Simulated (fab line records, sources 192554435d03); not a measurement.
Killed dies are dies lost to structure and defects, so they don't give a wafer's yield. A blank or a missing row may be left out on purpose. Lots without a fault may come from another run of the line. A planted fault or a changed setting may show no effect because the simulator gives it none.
Split-lot experiment | flow n5_finfet | 7 lots, 21 wafers read, on a route of 1938 steps

THE SPLIT
At N5_BEOL_M13_TRENCH_ETCH_34 (etches SiOC in C4F8/O2/Ar, target depth 413.47 nm, time 162.6 s), the setting time_s was moved away from the recipe's 162.6 s on 4 of the 21 wafers read, by -18.1% to -16.0%. The other wafers ran this setting at the recipe's value.

FROM THE SPLIT TO THE READING: what the file shows between them, 10 steps
- N5_BEOL_M13_STRIP_70: strips in C4F8/O2/Ar
- N5_BEOL_M13_OCD_MEAS_35
- N5_BEOL_M13_STRIP_37: strips in N2/H2
- N5_BEOL_M13_ETCH_38: etches SiCN in CF4/N2, target depth 67.5 nm, time 71.9 s
- N5_BEOL_M13_ECD_47: material Cu, target thk 936 nm
- N5_BEOL_M13_ANNEAL_48: time 90 s
- N5_BEOL_M13_CMP_49: polishes, stops on SiOC, t overpolish 17.1 s, target thk 420 nm
- N5_BEOL_M13_THK_MEAS_50: measures by xrf
- N5_BEOL_M13_PRE_CLEAN_52: time 15 s
- N5_BEOL_M13_DEP_53: deposits SiCN from 3MS/NH3, target thk 50 nm, time 17.8 s

THE READING
M13_RS, in ohm/sq, at N5_BEOL_M13_RS_MEAS_54 (measures by four-point-probe). Fault-free wafers of this fab line usually give 0.0450 ohm/sq, standard deviation 0.00078 ohm/sq.

wafer  | tool, chamber at the split | time_s as run, s | against the recipe | M13_RS, ohm/sq | against lot-mates on the recipe
L075.1 | rie_diel-02, 3             | 162.6            | recipe             | 0.0452         | -
L075.3 | rie_diel-02, 0             | 136.6            | -16.0%             | 0.0518         | +0.0066
L075.4 | rie_diel-02, 1             | 136.6            | -16.0%             | 0.0537         | +0.0085
L081.1 | rie_diel-05, 1             | 162.6            | recipe             | 0.0443         | -
L081.2 | rie_diel-05, 0             | 162.6            | recipe             | 0.0449         | -
L081.6 | rie_diel-05, 1             | 162.6            | recipe             | 0.0442         | -
L086.3 | rie_diel-02, 2             | 162.6            | recipe             | 0.0455         | -
L086.5 | rie_diel-02, 0             | 162.6            | recipe             | 0.0439         | -
L086.6 | rie_diel-02, 3             | 162.6            | recipe             | 0.0463         | -
L090.1 | rie_diel-02, 3,2           | 133.1            | -18.1%             | 0.0570         | +0.0106
L090.3 | rie_diel-02, 3,2           | 133.1            | -18.1%             | 0.0568         | +0.0104
L090.6 | rie_diel-02, 2             | 162.6            | recipe             | 0.0464         | -
L094.1 | rie_diel-05, 0             | 162.6            | recipe             | 0.0463         | -
L094.3 | rie_diel-05, 3             | 162.6            | recipe             | 0.0451         | -
L094.5 | rie_diel-05, 3             | 162.6            | recipe             | 0.0452         | -
L095.1 | rie_diel-02, 2             | 162.6            | recipe             | 0.0464         | -
L095.2 | rie_diel-02, 1             | 162.6            | recipe             | 0.0450         | -
L095.4 | rie_diel-02, 0             | 162.6            | recipe             | 0.0440         | -
L097.3 | rie_diel-04, 3             | 162.6            | recipe             | 0.0449         | -
L097.4 | rie_diel-04, 1             | 162.6            | recipe             | 0.0450         | -
L097.6 | rie_diel-04, 2             | 162.6            | recipe             | 0.0453         | -
Where a row lists several chambers, the file gives one row for several wafers and doesn't say which wafer went through which chamber.

THE FIT
A straight line over all 21 wafers: M13_RS changes by -0.000572 ohm/sq for each +1% of time_s; r = -0.97; the points scatter about the line by 0.0011 ohm/sq.
The same after taking each lot's own level away (the mean of its wafers on the recipe; 21 wafers): -0.000533 ohm/sq for each +1%; r = -0.98; scatter 0.0008 ohm/sq.
On that fit, the largest move of time_s shifts the reading by 0.0097 ohm/sq.
The lots' own levels span 0.04447 to 0.04640 ohm/sq, that is 2.5 times the standard deviation above.
So the lot-to-lot level changes the slope little: the two slopes agree.
Check: with one of the wafers moved furthest among these (-18.1%) left out of the fit, the line predicts +0.00929 ohm/sq for it against its lot-mates. It came out at +0.0106 ohm/sq against them.

THE WHOLE CHAIN: every reading that the file lists as answering this split, in the file's order
step                       | what it does                                                    | reading                                                                       | change (the file's fit)               | r (the file's)
N5_BEOL_M13_TRENCH_ETCH_34 | etches SiOC in C4F8/O2/Ar, target depth 413.47 nm, time 162.6 s | etch.depth_nm (the simulator's own value, which no gauge read)                | +3.86 nm for each +1% of the setting  | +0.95
N5_BEOL_M13_OCD_MEAS_35    |                                                                 | trench_depth_nm                                                               | +3.87 nm for each +1% of the setting  | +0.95
N5_BEOL_M13_CMP_49         | polishes, stops on SiOC, t overpolish 17.1 s, target thk 420 nm | Cu_of_BEOL_M13_ECD_47.thk_nm (the simulator's own value, which no gauge read) | +3.78 nm for each +1% of the setting  | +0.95
N5_BEOL_M13_THK_MEAS_50    | measures by xrf                                                 | M13_THK                                                                       | +3.63 for each +1% of the setting     | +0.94
N5_BEOL_M13_RS_MEAS_54     | measures by four-point-probe                                    | M13_RS                                                                        | -0.000532 for each +1% of the setting | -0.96

THE FILE'S OWN FIT
M13_RS changes by -0.000532 ohm/sq for each +1% of time_s, r = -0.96.
